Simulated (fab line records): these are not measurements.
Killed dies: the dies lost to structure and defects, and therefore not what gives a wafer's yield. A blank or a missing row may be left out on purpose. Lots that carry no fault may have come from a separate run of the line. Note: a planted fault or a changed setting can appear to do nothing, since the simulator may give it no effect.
fab line records	flow n5_finfet
[record] lots = 24	wafers = 72	last_day = 18
route steps=1938 shown BEOL_M13@1704 BEOL_M14@1753 BEOL_M15@1784
lots that met no fault: taken from a fault-free run of the same line
start_h: hours from the record's opening day to when the first of the lot's shown wafers began	wait_h: hours from the lot's prior step to this one	" identical to the entry in the row above	L1.1+2: a single row standing in for several wafers	- no value, or no start given	* or withheld: withheld	< > ~ a bound
route shown NAME@n: a module of which the file shows steps, and the number in the route of the first	usual: mean and standard deviation over wafers with no fault	same: alike in all rows	chamber/n: place in a boat	sites: each site's reading	_std_site: the values' standard deviation	_edge_site: inner sites' mean taken away from outer sites' mean	radius_mm: for every site, how far away it sits from the centre of the wafer	mask NAME#n: copy n	behind: tool/chamber where the wafer was last shaped	hold: the reason the lot was held/the length of the hold in hours/how it ended	device: the transistor (n, p or np) that didn't switch	end of line: the tests these same wafers got at the end of their route	step lacking rows: just its recipe	killed: the dies lost at the first sort to structure and to defects; this is not the yield of the wafer	map: a wafer's dies, marking killed ones x, the rest . and places with no die _
set.NAME: the run value of the setting; set.NAME@STEP: its run value at that earlier step	model.NAME: the simulator's own value behind a step, which no gauge read
the route's steps for a sample of lots (tables are steps, rows are wafers)
services: when a tool's chamber went out of use (start_h, in hours from the record's first day, below 0 if earlier), for how many hours, and the reason
[[steps]]
[step N5_BEOL_M13_PRE_CLEAN_42]
[recipe] gas = H2/He	time_s = 30	temp_c = 250
[usual] heater_power_w = 320/27
lot.wafer	tool	chamber	start_h	wait_h	heater_power_w
L076.1	pvd_sputter-02	-	263.73	0.0	289
L076.3	"	-	"	"	288
L076.6	"	-	"	"	286
L077.1	pvd_sputter-01	-	271.21	0.0	336
L077.3	"	-	"	"	319
L077.6	"	-	"	"	334
L075.2	pvd_sputter-02	-	272.11	0.0	379
L075.4	"	-	"	"	364
L075.6	"	-	"	"	292
L079.3	pvd_sputter-01	-	290.00	0.0	320
L079.4	"	-	"	"	338
L079.6	"	-	"	"	323
L078.3	pvd_sputter-03	-	296.28	0.0	314
L078.4	"	-	"	"	285
L078.5	"	-	"	"	319
L080.1	pvd_sputter-01	-	300.90	0.0	319
L080.3	"	-	"	"	326
L080.6	"	-	"	"	318
L081.2	pvd_sputter-02	-	301.23	0.0	289
L081.3	"	-	"	"	365
L081.5	"	-	"	"	299
L074.1	pvd_sputter-02	-	302.17	0.0	380
L074.5	"	-	"	"	377
L074.6	"	-	"	"	361
L082.1	pvd_sputter-03	-	304.00	0.0	295
L082.2	"	-	"	"	332
L082.4	"	-	"	"	287
L084.1	pvd_sputter-03	-	311.82	0.0	285
L084.2	"	-	"	"	309
L084.6	"	-	"	"	327
L083.1	pvd_sputter-03	-	314.30	0.0	292
L083.2	"	-	"	"	288
L083.4	"	-	"	"	312
L085.2	pvd_sputter-01	-	315.40	0.0	332
L085.3	"	-	"	"	324
L085.6	"	-	"	"	317
L086.1	pvd_sputter-02	-	331.46	0.0	292
L086.3	"	-	"	"	361
L086.6	"	-	"	"	375
L087.1	pvd_sputter-01	-	353.31	0.0	316
L087.3	"	-	"	"	311
L087.6	"	-	"	"	315
L088.2	pvd_sputter-01	-	353.63	0.0	319
L088.3	"	-	"	"	307
L088.5	"	-	"	"	317
L089.2	pvd_sputter-03	-	357.14	0.0	315
L089.3	"	-	"	"	303
L089.4	"	-	"	"	323
L091.3	pvd_sputter-01	-	368.28	0.0	315
L091.5	"	-	"	"	324
L091.6	"	-	"	"	334
L090.1	pvd_sputter-01	-	370.76	0.0	320
L090.4	"	-	"	"	319
L090.5	"	-	"	"	329
L092.3	pvd_sputter-01	-	371.84	0.0	314
L092.4	"	-	"	"	329
L092.6	"	-	"	"	323
L093.1	pvd_sputter-03	-	388.53	0.0	285
L093.2	"	-	"	"	286
L093.4	"	-	"	"	312
L094.1	pvd_sputter-03	-	396.93	0.0	288
L094.2	"	-	"	"	326
L094.5	"	-	"	"	322
L095.2	pvd_sputter-01	-	397.01	0.0	336
L095.3	"	-	"	"	319
L095.4	"	-	"	"	326
L096.2	pvd_sputter-01	-	402.87	0.0	329
L096.3	"	-	"	"	322
L096.4	"	-	"	"	321
L097.2	pvd_sputter-02	-	405.57	0.0	368
L097.4	"	-	"	"	290
L097.5	"	-	"	"	373
[step N5_BEOL_M13_SPUTTER_45]
[recipe] material = Cu	target_thk_a = 800	temp_c = -20	bias_v = 60	power_w = 26000	chamber_pressure_pa = 0.13	time_s = 13.33
[usual] cathode_dc_power_W = 26000/4.7	throttle_valve_pct = 29.9/0.98
lot.wafer	tool	chamber	start_h	wait_h	cathode_dc_power_W	throttle_valve_pct
L076.1	pvd_sputter-02	-	263.93	0.0	25998	29.1
L076.3	"	-	"	"	26003	30.1
L076.6	"	-	"	"	26008	28.9
L077.1	pvd_sputter-01	-	271.41	0.0	25999	31.0
L077.3	"	-	"	"	25998	31.9
L077.6	"	-	"	"	26001	30.5
L075.2	pvd_sputter-02	-	272.31	0.0	25997	29.1
L075.4	"	-	"	"	26000	28.2
L075.6	"	-	"	"	26002	29.9
L079.3	pvd_sputter-01	-	290.20	0.0	26001	31.9
L079.4	"	-	"	"	26007	30.7
L079.6	"	-	"	"	26002	30.9
L078.3	pvd_sputter-03	-	296.48	0.0	26007	28.9
L078.4	"	-	"	"	25992	30.3
L078.5	"	-	"	"	26000	29.8
L080.1	pvd_sputter-01	-	301.10	0.0	25994	31.6
L080.3	"	-	"	"	26003	29.3
L080.6	"	-	"	"	25996	29.4
L081.2	pvd_sputter-02	-	301.43	0.0	25994	28.9
L081.3	"	-	"	"	25996	28.1
L081.5	"	-	"	"	25997	29.6
L074.1	pvd_sputter-02	-	302.37	0.0	25997	29.0
L074.5	"	-	"	"	26002	29.1
L074.6	"	-	"	"	25997	28.0
L082.1	pvd_sputter-03	-	304.20	0.0	26000	30.0
L082.2	"	-	"	"	26000	28.4
L082.4	"	-	"	"	26001	30.3
L084.1	pvd_sputter-03	-	312.02	0.0	26005	29.9
L084.2	"	-	"	"	25994	29.7
L084.6	"	-	"	"	26001	28.8
L083.1	pvd_sputter-03	-	314.50	0.0	26000	30.2
L083.2	"	-	"	"	26000	30.3
L083.4	"	-	"	"	26004	30.0
L085.2	pvd_sputter-01	-	315.60	0.0	26005	30.4
L085.3	"	-	"	"	26002	31.6
L085.6	"	-	"	"	25998	30.5
L086.1	pvd_sputter-02	-	331.66	0.0	25998	29.7
L086.3	"	-	"	"	25999	28.4
L086.6	"	-	"	"	25998	29.0
L087.1	pvd_sputter-01	-	353.51	0.0	26001	29.4
L087.3	"	-	"	"	26001	30.4
L087.6	"	-	"	"	25994	30.8
L088.2	pvd_sputter-01	-	353.83	0.0	25991	29.2
L088.3	"	-	"	"	26002	30.8
L088.5	"	-	"	"	26006	29.4
L089.2	pvd_sputter-03	-	357.34	0.0	25997	28.6
L089.3	"	-	"	"	26004	30.2
L089.4	"	-	"	"	26006	29.5
L091.3	pvd_sputter-01	-	368.48	0.0	25998	31.0
L091.5	"	-	"	"	25987	31.7
L091.6	"	-	"	"	26006	30.6
L090.1	pvd_sputter-01	-	370.96	0.0	26002	31.7
L090.4	"	-	"	"	26003	29.3
L090.5	"	-	"	"	26002	30.5
L092.3	pvd_sputter-01	-	372.04	0.0	25992	29.4
L092.4	"	-	"	"	25997	31.6
L092.6	"	-	"	"	26003	29.4
L093.1	pvd_sputter-03	-	388.73	0.0	26006	30.3
L093.2	"	-	"	"	25994	30.2
L093.4	"	-	"	"	26004	29.6
L094.1	pvd_sputter-03	-	397.13	0.0	26003	30.0
L094.2	"	-	"	"	25995	28.9
L094.5	"	-	"	"	26017	28.7
L095.2	pvd_sputter-01	-	397.21	0.0	26004	30.7
L095.3	"	-	"	"	25997	29.3
L095.4	"	-	"	"	25995	31.6
L096.2	pvd_sputter-01	-	403.07	0.0	26001	30.6
L096.3	"	-	"	"	26006	31.6
L096.4	"	-	"	"	26006	29.4
L097.2	pvd_sputter-02	-	405.77	0.0	25998	28.5
L097.4	"	-	"	"	26008	28.9
L097.5	"	-	"	"	25990	28.7
[step N5_BEOL_M14_TRENCH_ETCH_34]
[recipe] chemistry = C4F8/O2/Ar	target = SiO2	target_depth_a = 5566.5	mask_material = SOC	he_inner_torr = 15	he_outer_torr = 30	time_s = 126.9	ion_energy_ev = 800	pressure_mtorr = 20	source_w = 1905	bias_w = 2040	Ar_flow_sccm = 400	C4F8_flow_sccm = 16	O2_flow_sccm = 12
[usual] C4F8_flow_sccm = 16.00/0.042	drypump_motor_current_A = 5.5/0.51	oes_product_au = 0.76/0.068	rf_vpp_V = 2226/41	showerhead_plenum_p_Torr = 3.49/0.1	throttle_valve_pct = 31.05/0.21
lot.wafer	tool	chamber	start_h	wait_h	C4F8_flow_sccm	drypump_motor_current_A	oes_product_au	rf_hours_counter_h	rf_vpp_V	showerhead_plenum_p_Torr	throttle_valve_pct
L076.1	rie_diel-03	3	267.01	0.0	16.02	6.3	0.97	13	2181	3.69	31.21
L076.3	"	2	"	"	16.01	5.3	0.73	153	2281	3.46	31.57
L076.6	"	2	"	"	16.00	5.3	0.73	-	2281	3.46	31.56
L077.1	rie_diel-01	1	274.87	0.0	16.03	5.3	0.82	77	2240	3.48	30.95
L077.3	"	0	"	"	15.96	6.4	0.77	125	2251	3.45	30.68
L077.6	"	1	"	"	15.97	5.2	0.82	-	2240	3.48	30.94
L075.2	rie_diel-01	1	275.79	0.0	16.02	5.3	0.83	77	2240	3.48	30.97
L075.4	"	2	"	"	16.00	4.9	0.72	210	2244	3.54	31.09
L075.6	"	0	"	"	15.98	6.4	0.77	-	2251	3.45	30.68
L079.3	rie_diel-03	2	293.40	0.0	15.98	5.3	0.71	162	2281	3.46	31.55
L079.4	"	1	"	"	16.02	5.2	0.75	156	2220	3.44	30.93
L079.6	"	1	"	"	16.04	5.2	0.75	-	2222	3.44	30.93
L078.3	rie_diel-05	0	300.67	0.0	15.97	6.2	0.77	113	2162	3.33	31.22
L078.4	"	2	"	"	15.95	5.6	0.82	94	2261	3.62	31.06
L078.5	"	2	"	"	15.96	5.6	0.81	-	2262	3.62	31.05
L080.1	rie_diel-01	1	304.24	0.0	16.10	5.3	0.81	88	2241	3.47	30.95
L080.3	"	2	"	"	16.04	4.9	0.70	220	2244	3.53	31.08
L080.6	"	2	"	"	16.00	4.9	0.70	-	2245	3.53	31.08
L081.2	rie_diel-01	2	305.44	0.0	15.95	5.0	0.70	221	2245	3.53	31.08
L081.3	"	3	"	"	16.06	5.3	0.69	229	2270	3.54	30.94
L081.5	"	2	"	"	15.96	4.9	0.70	-	2243	3.53	31.08
L074.1	rie_diel-01	1	306.02	0.0	15.99	5.2	0.81	88	2240	3.47	30.95
L074.5	"	2	"	"	15.90	5.0	0.70	-	2243	3.53	31.07
L074.6	"	1	"	"	15.98	5.2	0.81	-	2241	3.47	30.97
L082.1	rie_diel-03	0	307.92	0.0	15.99	5.7	0.72	192	2221	3.53	30.96
L082.2	"	1	"	"	15.97	5.3	0.75	161	2221	3.43	30.94
L082.4	"	2	"	"	16.05	5.3	0.71	167	2282	3.45	31.56
L084.1	rie_diel-03	1	315.47	0.0	15.92	5.2	0.74	164	2220	3.43	30.93
L084.2	"	2	"	"	16.06	5.3	0.71	170	2281	3.45	31.57
L084.6	"	1	"	"	16.01	5.3	0.74	-	2219	3.43	30.93
L083.1	rie_diel-03	3	317.51	0.0	15.96	6.3	0.93	31	2182	3.68	31.22
L083.2	"	0	"	"	16.01	5.7	0.73	196	2222	3.53	30.93
L083.4	"	1	"	"	16.04	5.2	0.75	165	2220	3.43	30.93
L085.2	rie_diel-01	3	319.16	0.0	15.95	5.4	0.68	234	2268	3.54	30.92
L085.3	"	2	"	"	16.03	4.9	0.69	226	2243	3.53	31.08
L085.6	"	3	"	"	15.95	5.3	0.68	-	2269	3.54	30.95
L086.1	rie_diel-05	0	334.86	0.0	15.96	6.2	0.76	126	2161	3.33	31.21
L086.3	"	3	"	"	16.04	4.6	0.76	121	2230	3.60	31.13
L086.6	"	3	"	"	15.99	4.6	0.76	-	2232	3.60	31.14
L087.1	rie_diel-05	1	356.58	0.0	15.98	5.7	0.80	131	2141	3.30	30.91
L087.3	"	2	"	"	16.02	5.6	0.80	115	2262	3.61	31.06
L087.6	"	1	"	"	15.99	5.7	0.80	-	2140	3.30	30.91
L088.2	rie_diel-01	0	357.05	0.0	16.00	6.4	0.75	152	2249	3.44	30.71
L088.3	"	2	"	"	15.97	4.9	0.69	238	2243	3.52	31.09
L088.5	"	0	"	"	15.98	6.4	0.74	-	2249	3.44	30.70
L089.2	rie_diel-05	1	361.36	0.0	15.96	5.7	0.79	133	2138	3.30	30.89
L089.3	"	0	"	"	15.90	6.2	0.75	134	2160	3.32	31.23
L089.4	"	3	"	"	16.03	4.6	0.76	129	2230	3.59	31.14
L091.3	rie_diel-01	0	371.73	0.0	16.06	6.4	0.75	157	2249	3.43	30.70
L091.5	"	1	"	"	15.98	5.2	0.79	-	2238	3.46	30.98
L091.6	"	2	"	"	15.95	5.0	0.69	-	2242	3.52	31.11
L090.1	rie_diel-05	1	374.27	0.0	15.96	5.6	0.79	137	2140	3.30	30.91
L090.4	"	2	"	"	16.02	5.6	0.79	122	2261	3.61	31.08
L090.5	"	0	"	"	15.98	6.2	0.75	-	2160	3.32	31.25
L092.3	rie_diel-03	2	375.38	0.0	16.04	5.4	0.69	191	2280	3.44	31.58
L092.4	"	0	"	"	16.00	5.7	0.69	217	2221	3.52	30.96
L092.6	"	3	"	"	15.97	6.3	0.89	-	2181	3.67	31.24
L093.1	rie_diel-01	1	392.26	0.0	15.96	5.2	0.77	121	2238	3.46	31.01
L093.2	"	0	"	"	16.01	6.4	0.74	167	2249	3.43	30.71
L093.4	"	1	"	"	15.99	5.2	0.77	-	2237	3.46	31.00
L094.1	rie_diel-05	0	400.42	0.0	15.98	6.2	0.76	149	2159	3.31	31.25
L094.2	"	3	"	"	15.98	4.7	0.76	141	2231	3.59	31.18
L094.5	"	2	"	"	16.07	5.6	0.78	-	2261	3.60	31.10
L095.2	rie_diel-03	1	400.72	0.0	16.02	5.3	0.72	189	2220	3.42	30.97
L095.3	"	0	"	"	16.01	5.6	0.70	226	2221	3.51	30.96
L095.4	"	2	"	"	15.98	5.3	0.70	201	2279	3.44	31.61
L096.2	rie_diel-03	3	406.19	0.0	15.96	6.4	0.87	64	2180	3.66	31.27
L096.3	"	2	"	"	16.03	5.3	0.68	203	2280	3.43	31.62
L096.4	"	0	"	"	16.00	5.7	0.70	228	2219	3.51	30.95
L097.2	rie_diel-05	2	408.85	0.0	15.94	5.6	0.78	136	2261	3.60	31.09
L097.4	"	1	"	"	15.99	5.6	0.78	151	2137	3.29	30.93
L097.5	"	0	"	"	15.98	6.2	0.75	-	2160	3.31	31.25
[step N5_BEOL_M14_OCD_MEAS_35]
[usual] trench_depth_nm = 555/15
lot.wafer	tool	chamber	start_h	wait_h	trench_depth_nm
L076.1	ocd-01	-	267.17	0.0	581
L076.3	"	-	"	"	543
L076.6	"	-	"	"	545
L077.1	ocd-02	-	275.02	0.0	559
L077.3	"	-	"	"	539
L077.6	"	-	"	"	556
L075.2	ocd-01	-	275.95	0.0	572
L075.4	"	-	"	"	567
L075.6	"	-	"	"	551
L079.3	ocd-01	-	293.55	0.0	531
L079.4	"	-	"	"	538
L079.6	"	-	"	"	542
L078.3	ocd-02	-	300.83	0.0	538
L078.4	"	-	"	"	581
L078.5	"	-	"	"	576
L080.1	ocd-01	-	304.39	0.0	559
L080.3	"	-	"	"	557
L080.6	"	-	"	"	554
L081.2	ocd-02	-	305.60	0.0	551
L081.3	"	-	"	"	555
L081.5	"	-	"	"	553
L074.1	ocd-02	-	306.18	0.0	556
L074.5	"	-	"	"	552
L074.6	"	-	"	"	557
L082.1	ocd-02	-	308.07	0.0	565
L082.2	"	-	"	"	543
L082.4	"	-	"	"	537
L084.1	ocd-01	-	315.63	0.0	542
L084.2	"	-	"	"	537
L084.6	"	-	"	"	539
L083.1	ocd-02	-	317.67	0.0	581
L083.2	"	-	"	"	569
L083.4	"	-	"	"	547
L085.2	ocd-01	-	319.32	0.0	550
L085.3	"	-	"	"	554
L085.6	"	-	"	"	552
L086.1	ocd-02	-	335.02	0.0	531
L086.3	"	-	"	"	531
L086.6	"	-	"	"	529
L087.1	ocd-02	-	356.74	0.0	570
L087.3	"	-	"	"	579
L087.6	"	-	"	"	572
L088.2	ocd-02	-	357.21	0.0	545
L088.3	"	-	"	"	553
L088.5	"	-	"	"	541
L089.2	ocd-02	-	361.52	0.0	569
L089.3	"	-	"	"	538
L089.4	"	-	"	"	533
L091.3	ocd-01	-	371.88	0.0	551
L091.5	"	-	"	"	564
L091.6	"	-	"	"	562
L090.1	ocd-01	-	374.43	0.0	573
L090.4	"	-	"	"	577
L090.5	"	-	"	"	536
L092.3	ocd-02	-	375.54	0.0	531
L092.4	"	-	"	"	559
L092.6	"	-	"	"	575
L093.1	ocd-01	-	392.42	0.0	557
L093.2	"	-	"	"	548
L093.4	"	-	"	"	559
L094.1	ocd-01	-	400.57	0.0	545
L094.2	"	-	"	"	541
L094.5	"	-	"	"	583
L095.2	ocd-01	-	400.88	0.0	536
L095.3	"	-	"	"	566
L095.4	"	-	"	"	542
L096.2	ocd-01	-	406.35	0.0	582
L096.3	"	-	"	"	533
L096.4	"	-	"	"	562
L097.2	ocd-01	-	409.00	0.0	583
L097.4	"	-	"	"	579
L097.5	"	-	"	"	542
[step N5_BEOL_M14_SPUTTER_45]
[recipe] material = Cu	target_thk_a = 1000	temp_c = -20	bias_v = 60	power_w = 26000	chamber_pressure_pa = 0.13	time_s = 16.67
[usual] cathode_dc_power_W = 26000/4.5	throttle_valve_pct = 29.7/0.98
lot.wafer	tool	chamber	start_h	wait_h	cathode_dc_power_W	throttle_valve_pct
L076.1	pvd_sputter-02	-	268.09	0.0	26000	28.0
L076.3	"	-	"	"	26003	29.0
L076.6	"	-	"	"	25993	29.9
L077.1	pvd_sputter-02	-	275.63	0.0	25995	28.1
L077.3	"	-	"	"	26000	28.8
L077.6	"	-	"	"	26003	29.1
L075.2	pvd_sputter-01	-	278.07	0.0	26006	29.3
L075.4	"	-	"	"	25994	31.9
L075.6	"	-	"	"	25995	30.8
L079.3	pvd_sputter-03	-	295.96	0.0	25998	28.6
L079.4	"	-	"	"	26000	30.2
L079.6	"	-	"	"	26007	30.3
L078.3	pvd_sputter-02	-	301.83	0.0	25996	27.9
L078.4	"	-	"	"	25999	28.9
L078.5	"	-	"	"	26003	29.0
L080.1	pvd_sputter-03	-	307.08	0.0	26002	30.2
L080.3	"	-	"	"	25995	30.2
L080.6	"	-	"	"	26003	30.2
L081.2	pvd_sputter-02	-	307.49	0.0	26002	28.9
L081.3	"	-	"	"	25999	28.8
L081.5	"	-	"	"	25995	28.7
L074.1	pvd_sputter-01	-	307.90	0.0	26009	31.8
L074.5	"	-	"	"	26001	29.5
L074.6	"	-	"	"	25996	31.8
L082.1	pvd_sputter-01	-	310.42	0.0	26004	31.8
L082.2	"	-	"	"	25999	30.6
L082.4	"	-	"	"	25992	29.0
L084.1	pvd_sputter-01	-	317.14	0.0	26001	30.9
L084.2	"	-	"	"	25993	29.2
L084.6	"	-	"	"	26000	31.0
L083.1	pvd_sputter-02	-	320.60	0.0	26003	29.1
L083.2	"	-	"	"	25998	29.2
L083.4	"	-	"	"	26001	28.0
L085.2	pvd_sputter-03	-	322.68	0.0	26001	28.7
L085.3	"	-	"	"	26009	29.8
L085.6	"	-	"	"	26002	29.7
L086.1	pvd_sputter-03	-	336.70	0.0	25996	30.2
L086.3	"	-	"	"	26013	28.7
L086.6	"	-	"	"	26003	30.2
L087.1	pvd_sputter-01	-	357.62	0.0	26004	31.6
L087.3	"	-	"	"	25999	29.3
L087.6	"	-	"	"	26001	31.9
L088.2	pvd_sputter-02	-	357.80	0.0	26000	29.1
L088.3	"	-	"	"	25995	29.0
L088.5	"	-	"	"	26002	30.1
L089.2	pvd_sputter-03	-	366.26	0.0	26003	29.5
L089.3	"	-	"	"	25999	30.0
L089.4	"	-	"	"	26001	28.7
L091.3	pvd_sputter-03	-	372.50	0.0	26003	29.7
L091.5	"	-	"	"	26002	29.7
L091.6	"	-	"	"	25998	28.7
L090.1	pvd_sputter-01	-	376.34	0.0	26005	31.0
L090.4	"	-	"	"	26001	31.7
L090.5	"	-	"	"	26002	30.7
L092.3	pvd_sputter-03	-	376.42	0.0	26001	29.9
L092.4	"	-	"	"	25995	30.3
L092.6	"	-	"	"	26002	30.3
L093.1	pvd_sputter-03	-	393.58	0.0	26011	30.5
L093.2	"	-	"	"	25994	28.9
L093.4	"	-	"	"	25992	29.6
L094.1	pvd_sputter-03	-	403.27	0.0	25998	29.7
L094.2	"	-	"	"	25997	30.2
L094.5	"	-	"	"	25997	29.5
L095.2	pvd_sputter-02	-	403.45	0.0	25993	29.9
L095.3	"	-	"	"	26004	27.9
L095.4	"	-	"	"	25998	29.3
L096.2	pvd_sputter-02	-	407.11	0.0	25998	28.2
L096.3	"	-	"	"	26009	28.8
L096.4	"	-	"	"	26001	30.2
L097.2	pvd_sputter-02	-	411.25	0.0	25997	28.9
L097.4	"	-	"	"	26000	28.3
L097.5	"	-	"	"	26006	30.3
[step N5_BEOL_M15_OVL_MEAS_11]
[recipe] points_per_wafer = 44
[usual] V14_OVL = 4/6.4
[same] points_per_wafer = 44
lot.wafer	tool	chamber	start_h	wait_h	V14_OVL[nm]
L076.1	overlay-02	0	269.89	0.0	1
L076.3	"	0	"	"	5
L076.6	"	0	"	"	2
L077.1	overlay-01	0	277.46	0.0	-10
L077.3	"	0	"	"	0
L077.6	"	0	"	"	-1
L075.2	overlay-01	0	280.01	0.0	-4
L075.4	"	0	"	"	-3
L075.6	"	0	"	"	-8
L079.3	overlay-02	0	298.40	0.0	11
L079.4	"	0	"	"	10
L079.6	"	0	"	"	6
L078.3	overlay-02	0	303.96	0.0	3
L078.4	"	0	"	"	6
L078.5	"	0	"	"	3
L080.1	overlay-01	0	309.02	0.0	7
L080.3	"	0	"	"	7
L080.6	"	0	"	"	3
L081.2	overlay-02	0	309.76	0.0	8
L081.3	"	0	"	"	6
L081.5	"	0	"	"	6
L074.1	overlay-02	0	310.16	0.0	13
L074.5	"	0	"	"	10
L074.6	"	0	"	"	7
L082.1	overlay-02	0	312.10	0.0	7
L082.2	"	0	"	"	10
L082.4	"	0	"	"	1
L084.1	overlay-01	0	318.82	0.0	-2
L084.2	"	0	"	"	10
L084.6	"	0	"	"	13
L083.1	overlay-01	0	322.40	0.0	-15
L083.2	"	0	"	"	-6
L083.4	"	0	"	"	-8
L085.2	overlay-02	0	324.96	0.0	-1
L085.3	"	0	"	"	1
L085.6	"	0	"	"	0
L086.1	overlay-01	0	338.37	0.0	6
L086.3	"	0	"	"	6
L086.6	"	0	"	"	3
L087.1	overlay-01	0	360.13	0.0	5
L087.3	"	0	"	"	4
L087.6	"	0	"	"	6
L088.2	overlay-01	0	360.92	0.0	9
L088.3	"	0	"	"	8
L088.5	"	0	"	"	3
L089.2	overlay-01	0	367.93	0.0	6
L089.3	"	0	"	"	1
L089.4	"	0	"	"	-1
L091.3	overlay-02	0	374.33	0.0	21
L091.5	"	0	"	"	19
L091.6	"	0	"	"	10
L090.1	overlay-01	0	378.58	0.0	1
L090.4	"	0	"	"	-3
L090.5	"	0	"	"	2
L092.3	overlay-02	0	378.91	0.0	17
L092.4	"	0	"	"	15
L092.6	"	0	"	"	3
L093.1	overlay-01	0	396.01	0.0	-4
L093.2	"	0	"	"	-5
L093.4	"	0	"	"	1
L094.1	overlay-02	0	405.05	0.0	1
L094.2	"	0	"	"	-1
L094.5	"	0	"	"	-4
L095.2	overlay-01	0	405.60	0.0	9
L095.3	"	0	"	"	6
L095.4	"	0	"	"	2
L096.2	overlay-02	0	408.92	0.0	11
L096.3	"	0	"	"	4
L096.4	"	0	"	"	8
L097.2	overlay-01	0	413.06	0.0	2
L097.4	"	0	"	"	4
L097.5	"	0	"	"	4
[[services]]
tool	chamber	start_h	hours	kind
rie_diel-01	1	263.76	3.0	repair
rie_diel-01	-	322.39	0.2	repair
rie_diel-03	1	336.08	13.1	repair
pvd_sputter-03	-	350.34	3.1	repair
rie_diel-01	3	372.47	-	clean
rie_diel-01	3	372.47	-	consumable_replace:focus_ring
rie_diel-01	3	372.47	19.3	scheduled_down
rie_diel-01	3	372.47	19.3	vent_cycle
rie_diel-05	3	389.66	9.0	repair
rie_diel-01	2	391.81	-	clean
rie_diel-01	2	391.81	-	consumable_replace:focus_ring
rie_diel-01	2	391.81	15.4	scheduled_down
rie_diel-01	2	391.81	15.4	vent_cycle
[[key]]
fault none
